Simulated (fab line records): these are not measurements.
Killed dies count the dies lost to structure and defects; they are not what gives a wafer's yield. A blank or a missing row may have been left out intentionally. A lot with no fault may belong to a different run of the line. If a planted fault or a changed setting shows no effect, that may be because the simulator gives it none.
fab line records	flow n5Finfet
[record] lots = 14	wafers = 34	lastDay = 17
route steps=1938 shown SDB@373 MIM_BOT_ETCH@1868 PASSIVATION@1906
lots with no fault: from the same line, run without faults
startH: hours from the record's opening day to when the first of the lot's shown wafers began	waitH: hours elapsed since this lot's preceding step	" identical to the entry in the row above	L1.1+2: several wafers, shown together as one row	- no value, or no start was given	* or withheld: withheld	< > ~ a bound
route shown NAME@n: NAME is a module with steps in the file, n the number in the route of the first one	usual: mean and standard deviation over wafers with no fault	same: alike in all rows	chamber/n: place in a boat	sites: each site's reading	_std_site: the values' standard deviation	_edge_site: outer sites' mean less inner sites'	radiusMm: for every site, how far away it sits from the centre of the wafer	mask NAME#n: copy n	behind: the most recent tool/chamber to have shaped the wafer	hold: why the lot was held/for how many hours/how that ended	device: transistor that didn't switch, given as n, p or np	end of line: the route-end tests of the same wafers	where a step has no rows: the recipe by itself	killed: dies that structure and defects cost at the first sort, which is not the same as the wafer's yield	map: dies across one wafer; x = killed, . = not, _ = none there
set.NAME: the setting as run; set.NAME@STEP: as run at that earlier step	model.NAME: the simulator's own value behind a step, which no gauge read
the route's steps for a sample of lots (tables are steps, rows are wafers)
services: the hour from which a tool's chamber was out of use, counted from the record's first day as startH (under 0 if before that day), plus the number of hours and why
[[steps]]
[step N5_SDB_ALD_29]
[recipe] material = SiNx	targetThkA = 300	tempC = 400	aldPrecursorFamily = SiH2I2	aldCoReactant = N2/H2-plasma	pulseTimeS = 1	aldCycles = 600	purgeTimeS = 2	coReactantPurgeTimeS = 2	pressureTorr = 2
[usual] chamberPressureTorr = 2.000/0.0045	heaterPowerW = 861/87	precursorPulseHeightRel = 0.998/0.018
lot.wafer	tool	chamber	startH	waitH	chamberPressureTorr	heaterPowerW	precursorPulseHeightRel	sinceWetCleanH
L514.4	aldSin-02	2	74.23	0.0	1.996	1038	1.026	173
L514.6	"	0	75.59	1.4	1.997	875	1.008	-
L515.2	aldSin-02	3	81.01	0.0	2.000	845	0.982	179
L515.5	"	3	82.36	1.4	2.002	847	1.007	-
L516.4	aldSin-02	0	93.72	2.7	1.998	901	1.007	192
L516.5	"	3	95.07	4.0	1.993	857	0.976	-
L516.6	"	0	"	"	2.000	897	1.001	-
L518.2	aldSin-02	3	101.69	2.5	1.995	858	1.019	200
L518.3	"	2	"	"	1.997	1040	0.997	200
L518.6	"	2	103.04	3.9	2.002	1043	0.989	-
L519.2	aldSin-02	2	104.70	0.4	2.001	1020	0.978	203
L519.3	"	1	"	"	1.995	755	0.994	203
L519.6	"	1	106.05	1.8	1.998	763	0.998	-
L522.1	aldSin-02	2	129.44	0.0	2.002	1019	0.975	228
L522.2	"	1	"	"	2.006	785	0.994	228
L523.3	aldSin-02	2	133.47	0.0	1.999	1019	0.988	232
L523.6	"	1	134.83	1.4	2.005	763	0.950	-
L524.1	aldSin-04	3	152.86	0.0	2.002	846	0.982	343
L524.4	"	2	154.22	1.4	1.993	881	0.991	-
L525.2	aldSin-02	1	155.90	0.0	2.008	761	1.014	254
L525.4	"	2	"	"	1.993	1025	0.993	254
L527.5	aldSin-02	0	166.46	2.4	1.999	903	1.026	-
L527.6	"	3	"	"	1.996	869	0.997	-
L530.1	aldSin-04	1	173.79	0.1	2.010	730	0.978	364
L530.2	"	3	"	"	1.996	891	0.983	364
L530.6	"	3	175.14	1.5	1.991	865	0.965	-
L529.2	aldSin-02	2	173.90	0.2	2.001	1038	1.014	272
L529.4	"	0	"	"	1.997	909	0.988	272
L529.5	"	0	175.25	1.6	1.997	870	1.011	-
L532.1	aldSin-02	1	180.98	0.0	1.997	763	1.030	279
L532.3	"	2	"	"	1.997	1036	1.016	279
L532.4	"	0	"	"	1.998	913	1.024	279
L536.2	aldSin-01	2	209.54	0.2	1.999	897	1.014	202
L536.5	"	1	210.89	1.6	2.001	877	1.002	-
[step N5_MIM_BOT_ETCH_ETCH_00]
[recipe] chemistry = Cl2/BCl3	target = TiN	targetDepthA = 455	ionEnergyEv = 150	pressureMtorr = 10	icpW = 1000	biasW = 126	Cl2_flow_sccm = 53.25	bcl3FlowSccm = 21.75	Ar_flow_sccm = 25
[usual] drypumpMotorCurrentA = 5.5/0.56	oesProductAu = 0.76/0.11	throttleValvePct = 21.9/0.3
lot.wafer	tool	chamber	startH	waitH	drypumpMotorCurrentA	oesProductAu	rfHoursCounterH	throttleValvePct
L514.4	rieMetal-01	0	244.80	0.1	5.1	0.63	-	22.4
L514.6	"	1	"	"	6.6	0.88	-	21.7
L516.4	rieMetal-02	0	268.67	0.1	5.5	0.77	-	22.0
L516.5	"	0	"	"	5.5	0.78	-	22.0
L516.6	"	1	"	"	5.0	0.64	-	21.6
L515.2	rieMetal-03	0	270.79	0.1	5.9	0.83	29	21.4
L515.5	"	0	"	"	5.9	0.84	-	21.4
L518.2	rieMetal-01	0	274.91	0.1	5.0	0.63	108	22.5
L518.3	"	0	"	"	5.0	0.62	-	22.4
L518.6	"	1	"	"	6.6	0.87	-	21.7
L519.2	rieMetal-02	0	288.67	0.1	5.5	0.77	39	22.0
L519.3	"	1	"	"	5.0	0.63	-	21.6
L519.6	"	0	"	"	5.5	0.77	-	22.0
L522.1	rieMetal-01	0	304.12	0.1	5.0	0.61	111	22.5
L522.2	"	1	"	"	6.6	0.84	21	21.7
L523.3	rieMetal-01	0	317.73	0.1	5.1	0.62	-	22.5
L523.6	"	0	"	"	5.1	0.62	-	22.5
L525.2	rieMetal-02	1	337.99	0.1	5.0	0.62	101	21.7
L525.4	"	1	"	"	5.0	0.63	-	21.7
L524.1	rieMetal-03	0	338.26	0.1	5.9	0.83	35	21.4
L524.4	"	0	"	"	5.9	0.83	-	21.4
L527.5	rieMetal-02	0	354.06	0.1	5.5	0.76	-	22.0
L527.6	"	1	"	"	5.0	0.63	-	21.7
L530.1	rieMetal-02	0	355.97	0.1	5.5	0.75	44	22.0
L530.2	"	1	"	"	5.0	0.62	103	21.7
L530.6	"	0	"	"	5.5	0.75	-	22.0
L529.2	rieMetal-02	1	368.63	0.1	5.0	0.62	104	21.7
L529.4	"	1	"	"	5.0	0.62	-	21.7
L529.5	"	1	"	"	5.0	0.62	-	21.7
L532.1	rieMetal-01	0	369.21	0.1	5.0	0.91	2	22.1
L532.3	"	0	"	"	5.0	0.91	-	22.1
L532.4	"	0	"	"	5.0	0.92	-	22.1
L536.2	rieMetal-02	0	407.07	0.1	5.5	0.75	50	22.0
L536.5	"	1	"	"	5.0	0.93	-	21.6
[step N5_PASSIVATION_OVL_MEAS_63]
[recipe] pointsPerWafer = 44
[usual] PAD_OVL = 1/5.2
lot.wafer	tool	chamber	startH	waitH	PAD_OVL[nm]
L514.4	overlay-02	0	248.71	0.0	2
L514.6	"	0	"	"	-3
L516.4	overlay-02	0	273.52	0.0	5
L516.5	"	0	"	"	3
L516.6	"	0	"	"	0
L515.2	overlay-01	0	273.68	0.0	5
L515.5	"	0	"	"	7
L518.2	overlay-02	0	281.52	0.0	7
L518.3	"	0	"	"	2
L518.6	"	0	"	"	9
L519.2	overlay-01	0	293.01	0.0	1
L519.3	"	0	"	"	10
L519.6	"	0	"	"	2
L522.1	overlay-02	0	308.79	0.0	2
L522.2	"	0	"	"	-7
L523.3	overlay-01	0	322.91	0.0	-5
L523.6	"	0	"	"	-4
L525.2	overlay-02	0	343.21	0.0	6
L525.4	"	0	"	"	9
L524.1	overlay-01	0	343.37	0.0	2
L524.4	"	0	"	"	-4
L527.5	overlay-01	0	359.17	0.0	-9
L527.6	"	0	"	"	1
L530.1	overlay-01	0	360.23	0.0	-3
L530.2	"	0	"	"	3
L530.6	"	0	"	"	1
L529.2	overlay-01	0	373.27	0.0	6
L529.4	"	0	"	"	7
L529.5	"	0	"	"	0
L532.1	overlay-01	0	373.54	0.0	2
L532.3	"	0	"	"	-3
L532.4	"	0	"	"	4
L536.2	overlay-01	0	410.91	0.0	2
L536.5	"	0	"	"	1
[step N5_PASSIVATION_CD_MEAS_44]
[recipe] targetCdNm = 40000	landingEnergyEv = 500	detector = seInlens
[usual] cdNm = 39999/5.7
lot.wafer	tool	chamber	startH	waitH	cdNm
L514.4	cdSem-02	0	250.82	-	39996
L514.6	"	0	"	"	39988
L516.4	cdSem-03	0	275.34	-	40003
L516.5	"	0	"	"	40003
L516.6	"	0	"	"	39994
L515.2	cdSem-01	0	275.54	-	39996
L515.5	"	0	"	"	40001
L518.2	cdSem-03	0	283.33	-	40001
L518.3	"	0	"	"	39995
L518.6	"	0	"	"	40006
L519.2	cdSem-02	0	294.72	-	40006
L519.3	"	0	"	"	40011
L519.6	"	0	"	"	40002
L522.1	cdSem-01	0	310.57	-	39999
L522.2	"	0	"	"	39989
L523.3	cdSem-03	0	324.77	-	39994
L523.6	"	0	"	"	39998
L525.2	cdSem-02	0	345.04	-	40004
L525.4	"	0	"	"	40002
L524.1	cdSem-02	0	345.29	-	39991
L524.4	"	0	"	"	40003
L527.5	cdSem-02	0	361.39	-	40002
L527.6	"	0	"	"	40002
L530.1	cdSem-02	0	362.05	-	40004
L530.2	"	0	"	"	40005
L530.6	"	0	"	"	40000
L529.2	cdSem-03	0	374.98	-	39999
L529.4	"	0	"	"	40000
L529.5	"	0	"	"	40006
L532.1	cdSem-03	0	376.03	-	39993
L532.3	"	0	"	"	39994
L532.4	"	0	"	"	39996
L536.2	cdSem-01	0	412.74	-	39995
L536.5	"	0	"	"	39991
[step N5_PASSIVATION_PROBE_49]
[usual] defectLimitedYield = 91.3/1.5	killed_at_M0_to_M3 = 33/12	killed_at_M4_up = 15/5.2	killedAtContacts = 12/5.1	killedAtFrontEnd = 39/11	killedAtOther = 5/3.6	killedDies = 103/18	killedOpen = 67/13	killedShort = 33/7.8	sort_bin_5_function = 5.1/0.96	sort_bin_6_memory = 3.2/0.71	sort_bin_8_speed = 0.01/0.063	sortNPass = 1077/18
[same] grossDies = 1180	killedAtBackSide = 0	sort_bin_4_leakage[%] = 0
lot.wafer	tool	chamber	startH	waitH	defectLimitedYield[%]	killed_at_M0_to_M3	killed_at_M4_up	killedAtContacts	killedAtFrontEnd	killedAtOther	killedDies	killedOpen	killedShort	sort_bin_5_function[%]	sort_bin_6_memory[%]	sort_bin_8_speed[%]	sortNPass
L523.3	prober-02	-	328.00	0.1	92.8	36	23	3	16	7	85	45	35	4.9	2.0	0	1095
L523.6	prober-02	-	328.15	0.3	91.3	35	16	6	43	3	103	63	40	5.5	3.2	0	1077
L524.1	prober-02	-	348.45	0.0	91.9	33	15	15	31	2	96	57	39	5.0	2.7	0	1084
L524.4	prober-02	-	348.60	0.2	91.9	34	6	28	22	5	95	56	38	4.5	3.2	0	1085
L529.2	prober-02	-	378.16	0.1	86.4	19	12	12	116	2	161	36	17	8.5	2.9	0	1019
L529.4	prober-02	-	378.26	0.2	89.2	21	15	6	82	3	127	43	20	6.9	2.2	0.17	1053
L529.5	prober-02	-	378.31	0.2	88.4	16	15	7	94	5	137	52	19	6.9	2.8	0	1043
L532.1	prober-01	-	379.17	0.0	85.0	31	11	15	117	3	177	61	34	7.7	3.9	0	1003
L532.3	prober-01	-	379.27	0.1	84.0	29	18	14	125	3	189	73	28	10.4	4.2	0.68	983
L532.4	prober-01	-	379.32	0.2	87.9	22	12	7	95	7	143	65	20	8.0	3.2	0	1037
// killed by level:class
L523.3 BEOL_M0_SAQP:geometricParticle:short=14 BEOL_M0_SAQP:geometricParticle:open=8 BEOL_M2:geometricParticle:open=7 BEOL_M4:geometricParticle:open=6 BEOL_M5:geometricParticle:short=4 PAD_METAL:geometricParticle:open=4 STARTING-WAFER:geometricParticle:short=4 MOL_CONTACT_COAG:geometricParticle:open=3
L523.6 BEOL_M0_SAQP:geometricParticle:short=11 DUMMY_GATE:geometricParticle:open=10 BEOL_M4:geometricParticle:open=9 STI_FIN_REVEAL:geometricParticle:open=7 MOL_CONTACT_COAG:geometricParticle:open=6 BEOL_M1:geometricParticle:open=6 BEOL_M2:geometricParticle:open=6 FIN_SAQP:geometricParticle:open=5
L524.1 MOL_CONTACT_COAG:geometricParticle:open=10 FIN_SAQP:geometricParticle:short=9 BEOL_M1:geometricParticle:open=7 BEOL_M2:geometricParticle:open=7 STI_FIN_REVEAL:geometricParticle:open=6 MOL_CONTACT_COAG:geometricParticle:short=5 BEOL_M5:geometricParticle:open=5 FIN_SAQP:geometricParticle:open=4
L524.4 MOL_CONTACT_COAG:geometricParticle:open=17 MOL_CONTACT_COAG:geometricParticle:short=11 BEOL_M1:geometricParticle:open=8 GATE_CUT:geometricParticle:open=7 BEOL_M0_SAQP:geometricParticle:short=6 BEOL_M2:geometricParticle:open=5 BEOL_M3:geometricParticle:open=4 STARTING-WAFER:geometricParticle:short=4
L529.2 SDB:unspecified=98 MOL_CONTACT_COAG:geometricParticle:open=10 HKMG_FIN:areaEtch=9 BEOL_M0_SAQP:geometricParticle:short=5 BEOL_M3:geometricParticle:open=5 BEOL_M4:geometricParticle:open=4 BEOL_M1:geometricParticle:open=3 BEOL_M1:geometricParticle:short=2
L529.4 SDB:unspecified=60 STI_FIN_REVEAL:geometricParticle:open=5 MOL_CONTACT_COAG:geometricParticle:open=5 BEOL_M1:geometricParticle:open=5 GATE_CUT:geometricParticle:open=4 BEOL_M0_SAQP:geometricParticle:open=4 BEOL_M0_SAQP:geometricParticle:short=4 GATE_CUT:geometricParticle:short=3
L529.5 SDB:unspecified=63 GATE_CUT:geometricParticle:open=8 FIN_SAQP:geometricParticle:open=5 STI_FIN_REVEAL:geometricParticle:open=5 MOL_CONTACT_COAG:geometricParticle:open=5 BEOL_M3:geometricParticle:open=5 GATE_CUT:geometricParticle:short=4 BEOL_M4:geometricParticle:open=4
L532.1 SDB:unspecified=59 HKMG_FIN:areaEtch=23 STI_FIN_REVEAL:geometricParticle:open=9 MOL_CONTACT_COAG:geometricParticle:open=9 BEOL_M0_SAQP:geometricParticle:open=8 BEOL_M0_SAQP:geometricParticle:short=7 MOL_CONTACT_COAG:geometricParticle:short=6 FIN_SAQP:geometricParticle:short=5
L532.3 SDB:unspecified=88 BEOL_M2:geometricParticle:open=11 FIN_SAQP:geometricParticle:open=9 STI_FIN_REVEAL:geometricParticle:open=9 MOL_CONTACT_COAG:geometricParticle:open=9 BEOL_M0_SAQP:geometricParticle:short=6 BEOL_M4:geometricParticle:open=6 DUMMY_GATE:geometricParticle:open=5
L532.4 SDB:unspecified=58 STI_FIN_REVEAL:geometricParticle:open=10 GATE_CUT:geometricParticle:open=7 MOL_CONTACT_COAG:geometricParticle:open=7 FIN_SAQP:geometricParticle:open=5 BEOL_M0_SAQP:geometricParticle:short=5 BEOL_M1:geometricParticle:open=5 BEOL_M2:geometricParticle:open=5
[[services]]
tool	chamber	startH	hours	kind
aldSin-02	2	76.14	7.5	repair
aldSin-01	-	85.33	29.9	repair
rieMetal-02	0	144.98	2.3	repair
rieMetal-02	-	158.34	0.6	repair
aldSin-01	3	158.58	5.2	repair
aldSin-04	-	176.75	14.0	pm
rieMetal-01	-	179.59	0.4	repair
aldSin-04	-	195.90	14.6	pm
aldSin-01	-	199.15	6.0	pm
aldSin-01	3	211.06	9.5	repair
rieMetal-02	0	218.57	12.5	repair
rieMetal-02	-	233.20	1.2	repair
aldSin-01	3	239.15	3.4	repair
rieMetal-02	-	247.54	2.8	pm
aldSin-02	-	268.25	14.0	pm
aldSin-02	0	268.25	14.0	ventCycle
aldSin-04	3	271.19	7.5	repair
aldSin-01	0	272.91	6.6	repair
aldSin-02	2	306.09	17.2	repair
rieMetal-01	1	350.09	25.5	repair
rieMetal-03	1	364.53	1.6	repair
aldSin-01	-	373.75	14.0	pm
rieMetal-02	-	384.42	0.9	repair
aldSin-01	-	400.67	2.8	pm
[[key]]
[firstSign] step = N5_PASSIVATION_PROBE_49	reading = killedAtFrontEnd	direction = up	sigmas = 5.8	usual = 39	struck = 105
[effect] step = N5_PASSIVATION_PROBE_49	reading = defectLimitedYield	direction = down	sigmas = 3	usual = 91.3	struck = 86.8
[moreKillsBornAt] N5_SDB_ALD_29@aldSin-02 = 426
metAt N5_SDB_ALD_29
struckLots L529,L532
[baselineLoss] step = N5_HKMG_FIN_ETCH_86	wafers = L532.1
notActingAt N5_MIM_BOT_ETCH_ETCH_00,N5_PASSIVATION_OVL_MEAS_63,N5_PASSIVATION_CD_MEAS_44
onsetBetween 166.46 173.90
[fault] kind = chamberParticleSource	tool = aldSin-02	chamber = -	onsetH = 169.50	steps = N5_SDB_ALD_29	ratePerVisitCm2 = 0.48742	endH = 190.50
// baselineLoss: these wafers lose ten dies or more at that step, a loss of the line's own and not of a fault; the sort's usual values leave them out
